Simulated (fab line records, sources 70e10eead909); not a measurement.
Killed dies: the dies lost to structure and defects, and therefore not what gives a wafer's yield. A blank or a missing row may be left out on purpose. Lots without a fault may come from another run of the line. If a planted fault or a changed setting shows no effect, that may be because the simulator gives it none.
Matching of chambers || flow nand-harc || rie-diel-04 running NHARC_A_STAIRCASE_DESCUM_219: 4 sister chambers
The step chemistry O2, time 3 s. 27 wafers are shown with their chamber, then 12 later ones without.

## WAFERS, EACH WITH ITS CHAMBER
{"wafer": "L077.2", "chamber": 3, "showerhead-plenum-p-Torr (Torr)": 2.04, "drypump-motor-current-A (A)": 6.0, "rf-vpp-V (V)": 58.0}
{"wafer": "L077.5", "chamber": 3, "showerhead-plenum-p-Torr (Torr)": 2.04, "drypump-motor-current-A (A)": 6.0, "rf-vpp-V (V)": 55.6}
{"wafer": "L077.6", "chamber": 2, "showerhead-plenum-p-Torr (Torr)": 1.97, "drypump-motor-current-A (A)": 6.2, "rf-vpp-V (V)": 58.7}
{"wafer": "L078.1", "chamber": 3, "showerhead-plenum-p-Torr (Torr)": 2.03, "drypump-motor-current-A (A)": 6.0, "rf-vpp-V (V)": 58.2}
{"wafer": "L078.4", "chamber": 0, "showerhead-plenum-p-Torr (Torr)": 1.84, "drypump-motor-current-A (A)": 5.3, "rf-vpp-V (V)": 58.0}
{"wafer": "L078.6", "chamber": 0, "showerhead-plenum-p-Torr (Torr)": 1.84, "drypump-motor-current-A (A)": 5.3, "rf-vpp-V (V)": 56.8}
{"wafer": "L079.1", "chamber": 0, "showerhead-plenum-p-Torr (Torr)": 1.84, "drypump-motor-current-A (A)": 5.3, "rf-vpp-V (V)": 57.9}
{"wafer": "L079.3", "chamber": 3, "showerhead-plenum-p-Torr (Torr)": 2.03, "drypump-motor-current-A (A)": 5.9, "rf-vpp-V (V)": 58.4}
{"wafer": "L079.5", "chamber": 3, "showerhead-plenum-p-Torr (Torr)": 2.03, "drypump-motor-current-A (A)": 6.0, "rf-vpp-V (V)": 58.8}
{"wafer": "L080.1", "chamber": 3, "showerhead-plenum-p-Torr (Torr)": 2.03, "drypump-motor-current-A (A)": 6.0, "rf-vpp-V (V)": 60.0}
{"wafer": "L080.2", "chamber": 1, "showerhead-plenum-p-Torr (Torr)": 1.77, "drypump-motor-current-A (A)": 6.6, "rf-vpp-V (V)": 56.1}
{"wafer": "L080.3", "chamber": 2, "showerhead-plenum-p-Torr (Torr)": 1.97, "drypump-motor-current-A (A)": 6.2, "rf-vpp-V (V)": 57.0}
{"wafer": "L081.1", "chamber": 1, "showerhead-plenum-p-Torr (Torr)": 1.77, "drypump-motor-current-A (A)": 6.6, "rf-vpp-V (V)": 55.9}
{"wafer": "L081.3", "chamber": 3, "showerhead-plenum-p-Torr (Torr)": 2.03, "drypump-motor-current-A (A)": 6.0, "rf-vpp-V (V)": 58.7}
{"wafer": "L081.6", "chamber": 1, "showerhead-plenum-p-Torr (Torr)": 1.77, "drypump-motor-current-A (A)": 6.5, "rf-vpp-V (V)": 56.9}
{"wafer": "L082.2", "chamber": 1, "showerhead-plenum-p-Torr (Torr)": 1.77, "drypump-motor-current-A (A)": 6.6, "rf-vpp-V (V)": 57.8}
{"wafer": "L082.4", "chamber": 0, "showerhead-plenum-p-Torr (Torr)": 1.84, "drypump-motor-current-A (A)": 5.2, "rf-vpp-V (V)": 57.8}
{"wafer": "L082.6", "chamber": 3, "showerhead-plenum-p-Torr (Torr)": 2.03, "drypump-motor-current-A (A)": 6.0, "rf-vpp-V (V)": 58.2}
{"wafer": "L083.2", "chamber": 2, "showerhead-plenum-p-Torr (Torr)": 1.97, "drypump-motor-current-A (A)": 6.2, "rf-vpp-V (V)": 59.1}
{"wafer": "L083.4", "chamber": 3, "showerhead-plenum-p-Torr (Torr)": 2.03, "drypump-motor-current-A (A)": 6.0, "rf-vpp-V (V)": 57.0}
{"wafer": "L083.5", "chamber": 0, "showerhead-plenum-p-Torr (Torr)": 1.83, "drypump-motor-current-A (A)": 5.3, "rf-vpp-V (V)": 57.9}
{"wafer": "L085.2", "chamber": 3, "showerhead-plenum-p-Torr (Torr)": 2.03, "drypump-motor-current-A (A)": 6.0, "rf-vpp-V (V)": 57.4}
{"wafer": "L085.3", "chamber": 2, "showerhead-plenum-p-Torr (Torr)": 1.96, "drypump-motor-current-A (A)": 6.2, "rf-vpp-V (V)": 57.2}
{"wafer": "L085.4", "chamber": 2, "showerhead-plenum-p-Torr (Torr)": 1.96, "drypump-motor-current-A (A)": 6.2, "rf-vpp-V (V)": 57.4}
{"wafer": "L089.1", "chamber": 3, "showerhead-plenum-p-Torr (Torr)": 2.02, "drypump-motor-current-A (A)": 6.0, "rf-vpp-V (V)": 59.3}
{"wafer": "L089.2", "chamber": 2, "showerhead-plenum-p-Torr (Torr)": 1.96, "drypump-motor-current-A (A)": 6.2, "rf-vpp-V (V)": 57.9}
{"wafer": "L089.5", "chamber": 2, "showerhead-plenum-p-Torr (Torr)": 1.96, "drypump-motor-current-A (A)": 6.2, "rf-vpp-V (V)": 57.8}

SIGNATURES, as means of the wafers listed above
{"reading": "showerhead-plenum-p-Torr", "chamber 0": 1.8380, "chamber 1": 1.7700, "chamber 2": 1.9643, "chamber 3": 2.0309, "scatter within a chamber": 0.00486}
{"reading": "drypump-motor-current-A", "chamber 0": 5.280, "chamber 1": 6.575, "chamber 2": 6.200, "chamber 3": 5.991, "scatter within a chamber": 0.0327}
{"reading": "rf-vpp-V", "chamber 0": 57.680, "chamber 1": 56.675, "chamber 2": 57.871, "chamber 3": 58.145, "scatter within a chamber": 0.951}
Rule: a wafer's distance from a chamber is the root of the sum, over the readings, of the square of ((its reading less the chamber's mean) divided by the reading's scatter). If the next closest chamber is less than 2 further off than the closest, the wafer can't be placed; otherwise it belongs to the closest. The scatter is the square root of a quotient: the sum, over the shown wafers, of each reading's squared deviation from its chamber's mean, divided by wafers minus chambers.

## WAFERS MISSING THEIR CHAMBER
{"wafer": "L091.1", "showerhead-plenum-p-Torr (Torr)": 1.95, "drypump-motor-current-A (A)": 6.2, "rf-vpp-V (V)": 58.9}
{"wafer": "L091.3", "showerhead-plenum-p-Torr (Torr)": 2.02, "drypump-motor-current-A (A)": 6.0, "rf-vpp-V (V)": 59.0}
{"wafer": "L091.5", "showerhead-plenum-p-Torr (Torr)": 2.02, "drypump-motor-current-A (A)": 6.0, "rf-vpp-V (V)": 58.7}
{"wafer": "L095.1", "showerhead-plenum-p-Torr (Torr)": 1.95, "drypump-motor-current-A (A)": 6.2, "rf-vpp-V (V)": 59.3}
{"wafer": "L095.4", "showerhead-plenum-p-Torr (Torr)": 1.82, "drypump-motor-current-A (A)": 5.2, "rf-vpp-V (V)": 55.7}
{"wafer": "L095.5", "showerhead-plenum-p-Torr (Torr)": 1.82, "drypump-motor-current-A (A)": 5.2, "rf-vpp-V (V)": 56.5}
{"wafer": "L097.3", "showerhead-plenum-p-Torr (Torr)": 2.07, "drypump-motor-current-A (A)": 6.6, "rf-vpp-V (V)": 58.7}
{"wafer": "L097.4", "showerhead-plenum-p-Torr (Torr)": 1.95, "drypump-motor-current-A (A)": 6.2, "rf-vpp-V (V)": 57.1}
{"wafer": "L097.6", "showerhead-plenum-p-Torr (Torr)": 1.95, "drypump-motor-current-A (A)": 6.2, "rf-vpp-V (V)": 59.4}
{"wafer": "L096.2", "showerhead-plenum-p-Torr (Torr)": 2.07, "drypump-motor-current-A (A)": 6.6, "rf-vpp-V (V)": 57.5}
{"wafer": "L096.3", "showerhead-plenum-p-Torr (Torr)": 1.95, "drypump-motor-current-A (A)": 6.2, "rf-vpp-V (V)": 57.9}
{"wafer": "L096.6", "showerhead-plenum-p-Torr (Torr)": 2.07, "drypump-motor-current-A (A)": 6.6, "rf-vpp-V (V)": 57.5}

## WHICH CHAMBER EACH WENT THROUGH
{"wafer": "L091.1", "from the rows above": 2, "in truth": 2}
{"wafer": "L091.3", "from the rows above": 3, "in truth": 3}
{"wafer": "L091.5", "from the rows above": 3, "in truth": 3}
{"wafer": "L095.1", "from the rows above": 2, "in truth": 2}
{"wafer": "L095.4", "from the rows above": 0, "in truth": 0}
{"wafer": "L095.5", "from the rows above": 0, "in truth": 0}
{"wafer": "L097.3", "from the rows above": 3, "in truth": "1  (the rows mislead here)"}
{"wafer": "L097.4", "from the rows above": 2, "in truth": 2}
{"wafer": "L097.6", "from the rows above": 2, "in truth": 2}
{"wafer": "L096.2", "from the rows above": 3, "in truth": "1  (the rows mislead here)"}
{"wafer": "L096.3", "from the rows above": 2, "in truth": 2}
{"wafer": "L096.6", "from the rows above": 3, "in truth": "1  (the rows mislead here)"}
Placed correctly: 9 of 12. Can't be placed from these rows: 0. Wrongly placed: 3.
